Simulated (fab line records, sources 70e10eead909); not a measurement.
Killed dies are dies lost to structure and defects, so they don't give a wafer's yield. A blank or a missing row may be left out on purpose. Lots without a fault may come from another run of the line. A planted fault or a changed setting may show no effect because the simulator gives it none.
Which tool did it? | flow nand_harc | 11 lots, 33 wafers sampled, at 6 steps of a route of 1159

WHAT THE GAUGES READ, wafer by wafer
NHARC_THIN_TSV_CD_MEAS_33: target cd 5000 nm. Usual: cd_nm 5000.0 nm, standard deviation 1.5.
lot  | measured     | on        | cd_nm (nm)           | flag
L451 | day 18 21:16 | cd_sem-03 | 4997.9 4997.7 4997.9 |
L452 | day 18 22:50 | cd_sem-03 | 4998.5 4999.2 5000.8 |
L453 | day 19 09:11 | cd_sem-01 | 5000.9 4999.0 5001.3 |
L454 | day 19 11:49 | cd_sem-02 | 5001.9 5002.4 5001.5 |
L455 | day 19 10:23 | cd_sem-01 | 5001.3 4999.5 4999.4 |
L460 | day 21 03:43 | cd_sem-01 | 4998.7 4996.7 4998.6 |
L461 | day 22 06:18 | cd_sem-01 | 5000.2 4999.2 4999.0 |
L466 | day 22 07:41 | cd_sem-02 | 5003.8 5000.5 5000.5 |
L467 | day 22 20:49 | cd_sem-01 | 5000.2 4999.1 4999.3 |
L470 | day 24 00:31 | cd_sem-03 | 4999.4 4999.0 4999.0 |
L473 | day 24 15:00 | cd_sem-03 | 5002.3 4999.5 5000.7 |

NHARC_END_WLT_00. Usual: VT_DECK1_BOTTOM 0.870, standard deviation 0.007; VT_DECK1_BOTTOM_INNER 0.870, standard deviation 0.0077; VT_DECK1_MEDIAN_NEAR_BOTTOM 0.871, standard deviation 0.0076; VT_DECK1_MEDIAN_NEAR_BOTTOM_INNER 0.871, standard deviation 0.0064; VT_DECK1_MIDDLE 0.882, standard deviation 0.0076; VT_DECK1_MIDDLE_INNER 0.883, standard deviation 0.0072; VT_DECK1_TOP 0.894, standard deviation 0.008; VT_DECK1_TOP_INNER 0.894, standard deviation 0.0077.
lot  | measured     | on        | VT_DECK1_BOTTOM                     | VT_DECK1_BOTTOM_INNER               | VT_DECK1_MEDIAN_NEAR_BOTTOM         | VT_DECK1_MEDIAN_NEAR_BOTTOM_INNER   | VT_DECK1_MIDDLE                     | VT_DECK1_MIDDLE_INNER               | VT_DECK1_TOP                        | VT_DECK1_TOP_INNER                  | flag
L451 | day 19 03:41 | prober-01 | 0.872 0.870 0.878                   | 0.870 0.872 0.874                   | 0.872 0.878 0.882                   | 0.877 0.871 0.876                   | 0.896 0.888 0.884                   | 0.894 0.894 0.883                   | 0.913 0.916 0.909                   | 0.898 0.900 0.904                   |
L452 | day 19 03:12 | prober-02 | 0.861 0.861 0.860                   | 0.864 0.860 0.861                   | 0.868 0.860 0.858                   | 0.864 0.868 0.864                   | 0.880 0.873 0.880                   | 0.885 0.879 0.874                   | 0.883 0.893 0.894                   | 0.881 0.880 0.883                   |
L453 | day 20 00:55 | prober-02 | 0.867 0.877 0.868                   | 0.868 0.870 0.868                   | 0.874 0.870 0.869                   | 0.866 0.873 0.872                   | 0.880 0.875 0.882                   | 0.877 0.881 0.884                   | 0.895 0.894 0.885                   | 0.897 0.892 0.891                   |
L454 | day 19 16:40 | prober-02 | 0.873 0.879 0.872                   | 0.873 0.876 0.882                   | 0.871 0.877 0.880                   | 0.869 0.880 0.875                   | 0.891 0.886 0.884                   | 0.885 0.883 0.877                   | 0.902 0.899 0.898                   | 0.896 0.901 0.906                   |
L455 | day 19 19:47 | prober-01 | 0.874 0.875 0.865                   | 0.867 0.869 0.869                   | 0.864 0.878 0.871                   | 0.866 0.870 0.866                   | 0.880 0.885 0.879                   | 0.877 0.880 0.892                   | 0.902 0.901 0.893                   | 0.889 0.902 0.900                   |
L460 | day 21 10:24 | prober-02 | 0.978 0.978 0.978 0.984 0.977 0.985 | 0.977 0.975 0.984 0.980 0.977 0.980 | 0.980 0.980 0.984 0.987 0.976 0.981 | 0.988 0.980 0.989 0.977 0.977 0.988 | 0.998 0.991 0.990 1.002 0.988 0.998 | 0.999 0.997 0.992 0.996 0.995 0.995 | 1.003 1.005 1.004 1.009 1.002 1.002 | 1.008 0.997 1.013 1.008 1.001 1.005 | OFF
L461 | day 22 12:57 | prober-01 | 0.982 0.980 0.981 0.993 0.989 0.985 | 0.988 0.989 0.985 0.982 0.980 0.993 | 0.993 0.985 0.984 0.982 0.990 0.983 | 0.984 0.992 0.987 0.984 0.988 0.985 | 0.993 1.011 0.989 1.002 1.003 1.003 | 1.004 1.011 1.009 0.994 1.002 1.002 | 1.013 1.013 1.015 1.024 1.020 1.011 | 1.019 1.017 1.018 1.011 1.018 1.007 | OFF
L466 | day 22 13:28 | prober-02 | 0.885 0.880 0.881                   | 0.886 0.882 0.876                   | 0.885 0.876 0.884                   | 0.884 0.882 0.879                   | 0.891 0.891 0.887                   | 0.901 0.898 0.897                   | 0.904 0.906 0.901                   | 0.896 0.904 0.900                   |
L467 | day 23 02:44 | prober-02 | 0.864 0.863 0.864                   | 0.868 0.861 0.857                   | 0.873 0.868 0.868                   | 0.873 0.862 0.864                   | 0.878 0.873 0.876                   | 0.881 0.886 0.880                   | 0.887 0.886 0.890                   | 0.878 0.890 0.885                   |
L470 | day 24 08:16 | prober-02 | 0.861 0.872 0.866                   | 0.872 0.868 0.869                   | 0.879 0.868 0.866                   | 0.866 0.870 0.875                   | 0.883 0.880 0.884                   | 0.880 0.877 0.878                   | 0.893 0.899 0.887                   | 0.891 0.894 0.897                   |
L473 | day 25 00:18 | prober-01 | 0.871 0.863 0.868                   | 0.864 0.869 0.864                   | 0.873 0.868 0.863                   | 0.864 0.870 0.862                   | 0.875 0.890 0.872                   | 0.879 0.873 0.877                   | 0.896 0.891 0.891                   | 0.889 0.893 0.892                   |

NHARC_END_SORT_01. Usual: killed_at_array 29, standard deviation 11; killed_at_other 0.6, standard deviation 0.92; killed_at_periphery 3.2, standard deviation 2; killed_dies 33, standard deviation 11; killed_open 3.2, standard deviation 2; killed_short 1.9, standard deviation 1.5.
lot  | measured     | on        | killed_at_array | killed_at_other | killed_at_periphery | killed_dies | killed_open | killed_short | flag
L451 | day 19 07:01 | prober-01 | 18 15 15        | 0 0 2           | 3 5 3               | 21 20 20    | 3 3 2       | 4 0 3        |
L452 | day 19 06:15 | prober-02 | 30 19 24        | 2 1 1           | 1 1 1               | 33 21 26    | 4 4 3       | 2 0 4        |
L453 | day 20 04:15 | prober-02 | 19 23 22        | 0 0 0           | 2 3 0               | 21 26 22    | 1 3 4       | 1 1 3        |
L454 | day 19 19:38 | prober-02 | 27 23 17        | 1 2 1           | 5 4 7               | 33 29 25    | 4 1 6       | 1 2 2        |
L455 | day 19 23:21 | prober-01 | 25 19 23        | 2 0 0           | 1 2 0               | 28 21 23    | 4 5 2       | 1 2 2        |
L460 | day 22 02:41 | prober-02 | 17 21 9         | 0 1 0           | 3 1 4               | 20 23 13    | 2 4 0       | 4 3 3        |
L461 | day 23 04:55 | prober-01 | 29 28 37        | 0 0 0           | 7 4 4               | 36 32 41    | 8 7 6       | 2 2 1        |
L466 | day 22 17:02 | prober-02 | 42 40 49        | 0 0 0           | 3 4 4               | 45 44 53    | 1 5 5       | 1 3 4        |
L467 | day 23 05:43 | prober-02 | 36 30 25        | 2 1 1           | 1 1 1               | 39 32 27    | 2 2 0       | 3 3 1        |
L470 | day 24 11:34 | prober-02 | 26 23 34        | 1 1 1           | 4 2 3               | 31 26 38    | 3 1 7       | 3 0 3        |
L473 | day 25 03:21 | prober-01 | 33 39 28        | 1 1 1           | 3 1 2               | 37 41 31    | 5 5 2       | 4 0 4        |

WHICH TOOL RAN EACH LOT (tool, then ch and the chambers of the sampled wafers, then the start)
lot  | NHARC_P_STI_PRECLEAN_32            | NHARC_THIN_TSV_DEP_43           | NHARC_THIN_TSV_ANNEAL_52
L451 | wet_bench-01 ch 3,6,7, day 2 10:13 | pecvd-02 ch 1,2, day 18 14:31   | rtp_anneal-01 ch 0, day 18 19:22
L452 | wet_bench-01 ch 3,4,6, day 2 21:43 | pecvd-03 ch 0,1,2, day 18 15:43 | rtp_anneal-01 ch 0, day 18 20:54
L453 | wet_bench-02 ch 1,3,4, day 2 21:52 | pecvd-02 ch 0,1, day 19 02:29   | rtp_anneal-02 ch 0, day 19 07:24
L454 | wet_bench-01 ch 1,3,4, day 3 07:46 | pecvd-01 ch 0,2, day 19 04:51   | rtp_anneal-02 ch 0, day 19 09:58
L455 | wet_bench-02 ch 0,4,5, day 3 13:47 | pecvd-02 ch 0,2, day 19 03:43   | rtp_anneal-01 ch 0, day 19 08:31
L460 | wet_bench-01 ch 0,6,7, day 4 17:56 | pecvd-02 ch 0,2, day 20 19:59   | rtp_anneal-02 ch 0, day 21 01:49
L461 | wet_bench-01 ch 3,4,6, day 5 05:43 | pecvd-02 ch 0,1,2, day 21 23:31 | rtp_anneal-01 ch 0, day 22 04:23
L466 | wet_bench-02 ch 0,4,7, day 6 05:55 | pecvd-01 ch 0,2, day 22 00:47   | rtp_anneal-01 ch 0, day 22 05:58
L467 | wet_bench-05 ch 4,6,7, day 6 12:43 | pecvd-03 ch 0,1,2, day 22 13:34 | rtp_anneal-02 ch 0, day 22 18:59
L470 | wet_bench-02 ch 4,5,6, day 7 10:26 | pecvd-01 ch 0,1,2, day 23 08:04 | rtp_anneal-01 ch 0, day 23 22:43
L473 | wet_bench-05 ch 1,3,5, day 8 01:48 | pecvd-02 ch 0,1,2, day 24 07:05 | rtp_anneal-02 ch 0, day 24 13:11
- NHARC_P_STI_PRECLEAN_32: cleans in SC1.
- NHARC_THIN_TSV_DEP_43: deposits SiO2, target thk 1328.5 nm.
- NHARC_THIN_TSV_ANNEAL_52: time 90 s.

WHAT THE TOOLS THEMSELVES READ (means of the sampled wafers that have a number; where no wafer has one, the mark that the record gives instead)
NHARC_P_STI_PRECLEAN_32. Usual: temp_c 50.02 C, standard deviation 0.11.
lot  | tool         | temp_c (C) | flag
L451 | wet_bench-01 | 50.09      |
L452 | wet_bench-01 | 50.12      |
L453 | wet_bench-02 | 49.92      |
L454 | wet_bench-01 | 50.05      |
L455 | wet_bench-02 | 49.99      |
L460 | wet_bench-01 | 50.10      |
L461 | wet_bench-01 | 49.97      |
L466 | wet_bench-02 | 50.00      |
L467 | wet_bench-05 | 50.04      |
L470 | wet_bench-02 | 50.06      |
L473 | wet_bench-05 | 50.02      |

NHARC_THIN_TSV_DEP_43. Usual: rf_fwd_power_W 898.3 W, standard deviation 2.8; throttle_valve_pct 16.2 %, standard deviation 0.41.
lot  | tool     | rf_fwd_power_W (W) | throttle_valve_pct (%) | flag
L451 | pecvd-02 | 896.7              | 16.4                   |
L452 | pecvd-03 | 897.1              | 16.2                   |
L453 | pecvd-02 | 895.9              | 16.1                   |
L454 | pecvd-01 | 898.3              | 16.0                   |
L455 | pecvd-02 | 900.7              | 16.1                   |
L460 | pecvd-02 | 899.8              | 16.4                   |
L461 | pecvd-02 | 898.0              | 16.4                   |
L466 | pecvd-01 | 899.3              | 16.3                   |
L467 | pecvd-03 | 896.8              | 16.1                   |
L470 | pecvd-01 | 898.5              | 16.0                   |
L473 | pecvd-02 | 898.9              | 16.1                   |

NHARC_THIN_TSV_ANNEAL_52. Usual: wafer_temp_C_max 226.3, standard deviation 0.43.
lot  | tool          | wafer_temp_C_max | flag
L451 | rtp_anneal-01 | 225.8            |
L452 | rtp_anneal-01 | 226.0            |
L453 | rtp_anneal-02 | 226.4            |
L454 | rtp_anneal-02 | 226.5            |
L455 | rtp_anneal-01 | 225.8            |
L460 | rtp_anneal-02 | 226.6            |
L461 | rtp_anneal-01 | 226.1            |
L466 | rtp_anneal-01 | 225.8            |
L467 | rtp_anneal-02 | 226.9            |
L470 | rtp_anneal-01 | 226.0            |
L473 | rtp_anneal-02 | 226.4            |

THE ANSWER, worked out from the rows above alone
Rule: a lot is off if the mean of its wafers that have a number lies more than 3 standard deviations from the usual mean. A lot without any number at a reading at which 4 lots or more have one is off too. The other lots that the step has rows for count as sound. The gauges are gone through in route order, then the tools' own readings, and for those a lot's mean is taken as printed above. The first step at which some lot is off is used, and at that step the reading that is off furthest; a lot without a number counts as furthest.
Off: L460, L461, at NHARC_END_WLT_00 (VT_DECK1_MEDIAN_NEAR_BOTTOM_INNER).
A tool fits if, at a process step before that reading, it ran every lot that is off, and no sound lot after the first of them. The gauges at NHARC_END_WLT_00 are tried like those tools. One fits: wet_bench-01 at NHARC_P_STI_PRECLEAN_32. Its last sound lot is L454 (day 3 07:46), its first lot that is off L460 (day 4 17:56): a fault that began between those two fits.

WHAT THE SIMULATOR HAD PUT IN
Metallic contamination source: wet_bench-01, from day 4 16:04 on, at NHARC_P_STI_PRECLEAN_32. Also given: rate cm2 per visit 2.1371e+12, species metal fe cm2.
Lots struck among those shown: L460, L461. The rule above found the same.
